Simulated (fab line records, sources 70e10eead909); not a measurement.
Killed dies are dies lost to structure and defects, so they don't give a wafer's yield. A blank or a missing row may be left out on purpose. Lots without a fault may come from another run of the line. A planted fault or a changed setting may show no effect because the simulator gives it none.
fab line records | flow nand_harc
record lots=12 wafers=36 last_day=33
route steps=1302 shown A_CHANNEL_HOLE_D2@594 A_CHANNEL_FILL_D2@612 END@1302
lots that met no fault: from a run of the same line without faults
start_h: hours from the record's first day to the start of the lot's first wafer shown | wait_h: hours since the lot's step before | " the same as in the row above | L1.1+2: a row that stands for several wafers | - no value, or no start given | * or withheld: withheld | < > ~ a bound
route shown NAME@n: a module of which the file shows steps, and the number in the route of the first | usual: mean/standard deviation of fault-free wafers | same: alike in all rows | chamber/n: place in a boat | sites: the reading at each site | _std_site: their standard deviation | _edge_site: outer sites' mean less inner sites' | radius_mm: how far each site lies from the wafer's centre | mask NAME#n: copy n | behind: the tool/chamber that last shaped the wafer | hold: why the lot was held/for how many hours/how that ended | device: the transistor (n, p or np) that didn't switch | end of line: the same wafers' tests at the end of the route | a step without rows: its recipe alone | killed: dies lost to structure and defects at the first sort, not the wafer's yield | map: a wafer's dies, x killed, . not, _ none there
set.NAME: the setting as run; set.NAME@STEP: as run at that earlier step | model.NAME: the simulator's own value behind a step, which no gauge read
steps of the route over a sample of lots; a table a step, a row a wafer
services: from which hour (start_h, from the record's first day; less than 0 if before it) a tool's chamber was out of use, for how many hours, and why
## steps
# step NHARC_A_CHANNEL_HOLE_D2_ETCH_22
# recipe bias_v=3000 source_w=withheld pressure_mtorr=20 time_s=666.7 ar_flow_sccm=375 c4f8_flow_sccm=89.3 o2_flow_sccm=35.7 temp_c=-20 target_depth_a=16000 chemistry=C4F8/O2/Ar
# usual drypump_motor_current_A=5.7/0.68 oes_air_line_au=0.996/0.021 showerhead_plenum_p_Torr=3.61/0.15 throttle_valve_pct=32.154/0.0092
# columns lot.wafer tool chamber start_h wait_h drypump_motor_current_A oes_air_line_au rf_hours_counter_h showerhead_plenum_p_Torr throttle_valve_pct
L240.3 har_etch-02 0 280.01 0.4 4.9 1.007 - 3.49 32.142
L240.4 " 1 " " 5.1 0.973 - 3.73 32.158
L240.5 " 0 " " 4.9 1.003 - 3.49 32.151
L243.3 har_etch-02 1 293.34 0.4 5.1 1.024 - 3.72 32.157
L243.6 " 1 " " 5.1 1.024 - 3.72 32.143
L243.5 " 0 " " 4.9 1.004 - 3.48 32.149
L242.1 har_etch-01 0 296.65 0.4 6.3 1.048 162 3.50 32.161
L242.3 " 0 " " 6.3 1.020 - 3.50 32.146
L242.5 " 0 " " 6.3 1.038 - 3.50 32.166
L244.1 har_etch-02 0 323.91 0.4 4.9 0.996 382 3.48 32.169
L244.2 " 1 " " 5.1 1.005 389 3.71 32.150
L244.5 " 0 " " 4.9 1.010 - 3.48 32.150
L249.2 har_etch-01 0 368.79 0.4 6.3 0.994 208 3.48 32.150
L249.1 " 1 " " 6.4 0.994 208 3.59 32.137
L249.6 " 0 " " 6.3 0.991 - 3.48 32.156
L251.2 har_etch-01 0 381.41 0.4 6.2 1.010 220 3.47 32.153
L251.4 " 0 " " 6.2 0.982 - 3.47 32.150
L251.6 " 1 " " 6.4 1.001 - 3.59 32.164
L254.3 har_etch-02 1 414.71 0.4 5.1 1.002 - 3.69 32.142
L254.4 " 0 " " 4.9 1.030 - 3.92 32.155
L254.5 " 1 " " 5.1 0.960 - 3.69 32.140
L257.1 har_etch-01 1 440.01 0.4 6.5 0.995 251 3.57 32.160
L257.6 " 0 " " 6.3 0.991 - 3.46 32.162
L257.5 " 1 " " 6.4 1.034 - 3.57 32.159
L258.2 har_etch-02 0 452.57 0.4 4.9 0.994 46 3.91 32.150
L258.1 " 1 " " 5.1 1.007 46 3.68 32.163
L258.5 " 1 " " 5.1 0.993 - 3.68 32.153
L260.1 har_etch-01 0 475.50 0.4 6.3 1.012 270 3.45 32.138
L260.2 " 1 " " 6.4 0.951 270 3.56 32.157
L260.6 " 0 " " 6.3 1.018 - 3.45 32.161
L261.2 har_etch-01 1 483.60 0.4 6.5 0.973 277 3.56 32.168
L261.3 " 1 " " 6.5 0.990 - 3.56 32.125
L261.6 " 1 " " 6.5 0.975 - 3.56 32.155
L262.1 har_etch-02 1 492.26 0.4 5.1 1.016 69 3.66 32.157
L262.4 " 0 " " 4.9 0.990 - 3.89 32.161
L262.3 " 1 " " 5.1 1.004 - 3.66 32.140
# step NHARC_A_CHANNEL_FILL_D2_ALD_02
# recipe target_thk_a=60 pulse_time_s=10 ald_cycles=60 temp_c=300 material=SiO2
# usual ald_cycles=60/0 heater_power_w=450/70 precursor_pulse_height_rel=1.004/0.019
# columns lot.wafer tool chamber start_h wait_h ald_cycles heater_power_w precursor_pulse_height_rel
L240.3 ald_hk-04 1 284.82 - 60 612 1.013
L240.4 " 0 " " 60 405 1.000
L240.5 " 2 " " 60 465 0.975
L243.3 ald_hk-04 1 298.37 - 60 596 1.018
L243.5 " 3 " " 60 457 0.999
L243.6 " 0 " " 60 402 1.013
L242.3 ald_hk-01 3 301.71 - 60 398 1.010
L242.1 " 0 " " 60 398 0.989
L242.5 " 2 " " 60 495 1.022
L244.2 ald_hk-01 1 329.85 - 60 415 0.983
L244.1 " 0 " " 60 397 1.032
L244.5 " 1 " " 60 414 0.985
L249.2 ald_hk-01 2 373.92 - 60 492 1.028
L249.1 " 0 " " 60 393 0.981
L249.6 " 2 " " 60 503 1.011
L251.2 ald_hk-04 1 386.42 - 60 619 0.984
L251.4 " 3 " " 60 458 0.998
L251.6 " 0 " " 60 405 1.031
L254.3 ald_hk-01 0 420.62 - 60 399 0.980
L254.4 " 2 " " 60 494 0.998
L254.5 " 0 " " 60 398 0.998
L257.1 ald_hk-03 2 444.93 - 60 452 1.030
L257.6 " 2 " " 60 455 0.973
L257.5 " 3 " " 60 343 0.974
L258.1 ald_hk-04 0 457.83 - 60 419 1.011
L258.2 " 1 " " 60 630 1.020
L258.5 " 0 " " 60 418 1.019
L260.1 ald_hk-04 0 480.55 - 60 405 1.003
L260.2 " 3 " " 60 464 0.993
L260.6 " 1 " " 60 625 1.017
L261.3 ald_hk-01 3 488.69 - 60 399 1.016
L261.2 " 0 " " 60 405 1.009
L261.6 " 2 " " 60 458 0.999
L262.4 ald_hk-01 1 497.37 - 60 382 1.014
L262.1 " 3 " " 60 401 1.007
L262.3 " 0 " " 60 413 1.017
# step NHARC_A_CHANNEL_FILL_D2_ALD_16
# recipe target_thk_a=15 pulse_time_s=10 ald_cycles=15 temp_c=300 material=SiO2
# usual ald_cycles=15/0 heater_power_w=464/71 precursor_pulse_height_rel=1.002/0.018
# columns lot.wafer tool chamber start_h wait_h ald_cycles heater_power_w precursor_pulse_height_rel
L240.3 ald_hk-03 1 297.01 0.0 15 433 0.977
L240.4 " 2 " " 15 444 1.004
L240.5 " 1 " " 15 444 0.989
L243.3 ald_hk-03 1 310.46 0.0 15 423 1.004
L243.5 " 1 " " 15 433 0.968
L243.6 " 2 " " 15 433 1.011
L242.3 ald_hk-04 0 314.01 0.1 15 401 0.989
L242.1 " 2 " " 15 480 0.986
L242.5 " 0 " " 15 414 0.995
L244.1 ald_hk-04 2 342.03 0.0 15 473 1.021
L244.2 " 0 " " 15 403 0.992
L244.5 " 3 " " 15 456 1.003
L249.2 ald_hk-04 0 386.09 0.1 15 410 1.013
L249.1 " 1 " " 17 591 0.993
L249.6 " 3 " " 15 460 0.999
L251.4 ald_hk-04 1 397.76 0.2 17 603 0.989
L251.2 " 2 " " 15 469 1.044
L251.6 " 3 " " 15 462 1.023
L254.3 ald_hk-03 3 432.83 0.0 15 340 1.032
L254.4 " 2 " " 15 455 1.026
L254.5 " 0 " " 15 510 0.996
L257.1 ald_hk-04 2 457.34 0.2 15 515 1.000
L257.5 " 2 " " 15 499 1.006
L257.6 " 3 " " 15 453 1.005
L258.2 ald_hk-04 0 470.85 0.1 15 413 1.013
L258.1 " 2 " " 15 497 0.987
L258.5 " 3 " " 15 461 1.004
L260.1 ald_hk-04 0 492.77 0.1 15 409 0.991
L260.2 " 2 " " 15 498 1.030
L260.6 " 0 " " 15 414 0.971
L261.3 ald_hk-04 0 500.78 0.0 15 420 1.005
L261.2 " 3 " " 15 463 0.991
L261.6 " 1 " " 15 628 1.005
L262.4 ald_hk-04 1 509.58 0.0 15 639 1.017
L262.3 " 2 " " 15 501 1.015
L262.1 " 3 " " 15 451 0.985
# step NHARC_A_CHANNEL_FILL_D2_ETCHBACK_19
# recipe target_depth_a=50 time_s=1.7 hbr_flow_sccm=150 cl2_flow_sccm=50 rf_w=400 icp_w=400 bias_w=100 chemistry=HBr/Cl2
# usual drypump_motor_current_A=5.9/0.56 oes_product_au=1.000/0.0072 throttle_valve_pct=26.405/0.01
# columns lot.wafer tool chamber start_h wait_h drypump_motor_current_A oes_product_au rf_hours_counter_h throttle_valve_pct
L240.4 rie_si-05 0 308.82 0.4 5.5 0.996 0.14 26.392
L240.3 " 1 " " 6.5 0.993 0.17 26.424
L240.5 " 0 " " 5.5 0.999 - 26.416
L242.1 rie_si-05 1 323.36 0.4 6.6 1.000 0.23 26.414
L242.3 " 3 " " 6.1 1.004 0.16 26.423
L242.5 " 2 " " 6.3 0.993 - 26.408
L243.3 rie_si-06 3 323.38 0.4 5.6 0.997 0.50 26.402
L243.5 " 1 " " 4.6 1.005 - 26.400
L243.6 " 2 " " 6.0 0.991 - 26.411
L244.2 rie_si-05 2 354.02 0.4 6.3 0.996 0.30 26.410
L244.1 " 3 " " 6.1 1.002 0.26 26.404
L244.5 " 0 " " 5.5 1.004 - 26.421
L249.1 rie_si-05 3 397.51 0.4 6.1 1.003 0.53 26.419
L249.2 " 1 " " 6.6 1.004 0.61 26.399
L249.6 " 2 " " 6.4 0.993 - 26.407
L251.2 rie_si-02 2 409.85 0.4 6.5 0.992 1.10 26.405
L251.4 " 0 " " 5.6 0.980 1.26 26.404
L251.6 " 1 " " 6.0 0.986 - 26.402
L254.3 rie_si-06 3 441.78 0.4 5.6 0.987 0.18 26.408
L254.4 " 2 " " 6.1 0.994 0.12 26.418
L254.5 " 3 " " 5.7 0.992 - 26.411
L257.1 rie_si-06 1 469.88 0.4 4.6 1.007 0.37 26.398
L257.5 " 1 " " 4.7 0.995 - 26.404
L257.6 " 2 " " 6.0 1.002 - 26.403
L258.2 rie_si-06 3 482.60 0.4 5.7 0.998 0.42 26.405
L258.1 " 1 " " 4.7 0.996 0.45 26.390
L258.5 " 0 " " 6.5 1.017 - 26.400
L260.1 rie_si-05 2 505.63 0.4 6.4 0.985 0.25 26.426
L260.2 " 1 " " 6.6 0.987 0.17 26.404
L260.6 " 2 " " 6.3 0.992 - 26.401
L261.3 rie_si-02 2 512.72 0.4 6.5 1.009 0.50 26.417
L261.2 " 1 " " 6.0 1.002 0.52 26.406
L261.6 " 3 " " 5.0 0.993 - 26.394
L262.4 rie_si-02 2 521.48 0.4 6.5 0.991 0.55 26.398
L262.1 " 3 " " 5.1 1.001 0.38 26.407
L262.3 " 0 " " 5.6 1.011 0.39 26.406
# step NHARC_END_SORT_01
# recipe temp_c=25
# usual killed_at_array=47/14 killed_at_other=0.5/0.72 killed_at_periphery=4/3.1 killed_dies=52/15 killed_open=3.2/1.9 killed_short=2.4/1.7
# same gross_dies=677
# columns lot.wafer tool chamber start_h wait_h killed_at_array killed_at_other killed_at_periphery killed_dies killed_open killed_short
L240.3 prober-02 0 553.75 3.1 64 0 2 66 2 1
L240.4 prober-02 0 554.55 3.4 59 1 3 63 4 5
L240.5 prober-02 0 555.34 3.7 75 1 1 77 4 4
L243.3 prober-01 0 556.38 3.1 50 1 1 52 5 6
L243.5 prober-01 0 557.99 3.7 62 1 3 66 5 2
L243.6 prober-01 0 558.79 4.0 57 1 3 61 2 1
L249.1 prober-01 0 743.00 2.5 55 2 10 67 6 2
L249.2 prober-01 0 743.82 2.8 52 1 1 54 2 2
L249.6 prober-01 0 747.10 4.1 64 2 6 72 5 0
# killed by level:class
L240.3 A_CHANNEL_HOLE_D2:chamber_film_flake=36 A_SLIT:chamber_film_flake=12 A_STAIRCASE:chamber_film_flake=9 A_CONTACT:chamber_film_flake=3 A_ONON_D1:geometric_particle:open=2 A_CHANNEL_FILL_D1:geometric_particle:short=1 P_GATE:chamber_film_flake=1 P_M0:chamber_film_flake=1
L240.4 A_SLIT:chamber_film_flake=23 A_CHANNEL_HOLE_D2:chamber_film_flake=22 A_CONTACT:chamber_film_flake=5 A_M0:geometric_particle:short=2 A_STAIRCASE:chamber_film_flake=2 P_M0:geometric_particle:open=1 A_CHANNEL_FILL_D1:geometric_particle:open=1 A_ONON_D2:geometric_particle:short=1
L240.5 A_CHANNEL_HOLE_D2:chamber_film_flake=31 A_SLIT:chamber_film_flake=20 A_CONTACT:chamber_film_flake=9 A_STAIRCASE:chamber_film_flake=5 A_ONON_D1:geometric_particle:short=2 A_SOURCE_PLATE:geometric_particle:short=1 A_SOURCE_PLATE:geometric_particle:open=1 A_ONON_D2:geometric_particle:short=1
L243.3 A_CHANNEL_HOLE_D2:chamber_film_flake=28 A_SLIT:chamber_film_flake=7 A_CHANNEL_FILL_D1:geometric_particle:open=3 A_CHANNEL_HOLE_D1:chamber_film_flake=3 A_STAIRCASE:chamber_film_flake=3 A_CHANNEL_FILL_D2:geometric_particle:short=2 P_M0:geometric_particle:short=1 A_ONON_D1:geometric_particle:open=1
L243.5 A_CHANNEL_HOLE_D2:chamber_film_flake=37 A_SLIT:chamber_film_flake=11 A_CHANNEL_HOLE_D1:chamber_film_flake=4 A_STAIRCASE:chamber_film_flake=4 A_M0:geometric_particle:open=2 P_CONTACT:geometric_particle:open=1 P_M0:geometric_particle:short=1 P_M0:geometric_particle:open=1
L243.6 A_CHANNEL_HOLE_D2:chamber_film_flake=30 A_SLIT:chamber_film_flake=22 P_GATE:chamber_film_flake=2 A_STAIRCASE:chamber_film_flake=2 P_GATE:geometric_particle:open=1 A_CHANNEL_FILL_D2:geometric_particle:short=1 A_WL_FILL:geometric_particle:open=1 A_BLC:chamber_film_flake=1
L249.1 A_CHANNEL_HOLE_D1:chamber_film_flake=30 A_CHANNEL_HOLE_D2:chamber_film_flake=5 A_STAIRCASE:chamber_film_flake=4 A_WL_FILL:chamber_film_flake=3 A_CONTACT:chamber_film_flake=3 P_M2:geometric_particle:open=2 A_M0:geometric_particle:open=2 P_ZERO_WELL:chamber_film_flake=2
L249.2 A_CHANNEL_HOLE_D1:chamber_film_flake=26 A_CHANNEL_HOLE_D2:chamber_film_flake=12 A_SLIT:chamber_film_flake=2 A_WL_FILL:chamber_film_flake=2 A_CONTACT:chamber_film_flake=2 A_M1:chamber_film_flake=2 A_ONON_D1:geometric_particle:short=1 A_CHANNEL_FILL_D1:geometric_particle:short=1
L249.6 A_CHANNEL_HOLE_D1:chamber_film_flake=39 A_CHANNEL_HOLE_D2:chamber_film_flake=12 A_CONTACT:chamber_film_flake=5 P_M0:geometric_particle:open=2 P_CONTACT:chamber_film_flake=2 A_STAIRCASE:chamber_film_flake=2 A_SLIT:chamber_film_flake=2 A_WL_FILL:chamber_film_flake=2
## services
# columns tool chamber start_h hours kind
ald_hk-01 - 278.94 10.0 pm
ald_hk-01 0 278.94 10.0 vent_cycle
ald_hk-01 1 278.94 10.0 vent_cycle
ald_hk-01 2 278.94 10.0 vent_cycle
ald_hk-01 3 278.94 10.0 vent_cycle
rie_si-05 - 281.00 9.0 pm
rie_si-02 1 297.61 39.7 repair
rie_si-05 0 311.11 3.1 repair
har_etch-02 - 358.22 17.0 pm
rie_si-02 0 360.12 6.0 repair
rie_si-06 - 402.00 9.0 pm
ald_hk-04 - 415.76 10.0 pm
ald_hk-04 0 415.76 10.0 vent_cycle
ald_hk-04 1 415.76 10.0 vent_cycle
ald_hk-04 2 415.76 10.0 vent_cycle
ald_hk-04 3 415.76 10.0 vent_cycle
ald_hk-04 0 425.76 - clean
ald_hk-04 1 425.76 - clean
ald_hk-04 2 425.76 - clean
ald_hk-04 3 425.76 - clean
rie_si-02 - 430.00 9.0 pm
ald_hk-01 - 456.94 10.0 pm
rie_si-05 - 458.00 9.0 pm
rie_si-06 0 474.84 3.4 repair
## key
first_sign step=NHARC_A_CHANNEL_FILL_D2_ALD_16 reading=ald_cycles direction=up sigmas=99+ usual=15 struck=17
effect none on later readings
met_at NHARC_A_CHANNEL_FILL_D2_ALD_16
struck_lots L249,L251
struck_wafers L249.1,L251.4
tester_left_out L249,L251
not_acting_at NHARC_A_CHANNEL_HOLE_D2_ETCH_22,NHARC_A_CHANNEL_FILL_D2_ALD_02,NHARC_A_CHANNEL_FILL_D2_ETCHBACK_19
onset_between 342.03 386.09
fault kind=process_parameter_drift tool=ald_hk-04 chamber=- onset_h=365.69 steps=NHARC_A_CHANNEL_FILL_D2_ALD_16 channel=ald_cycles offset=2 shape=step end_h=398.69 scope=struck_wafers_only acts_in=these_recipes_only stated=15
# tester_left_out: of these lots the tester's yield and bins aren't shown, on N5 and GAA mostly nor the transistor test; their killed dies are dies lost to structure and defects alone, not to doping, threshold or leakage, so they don't give the yield
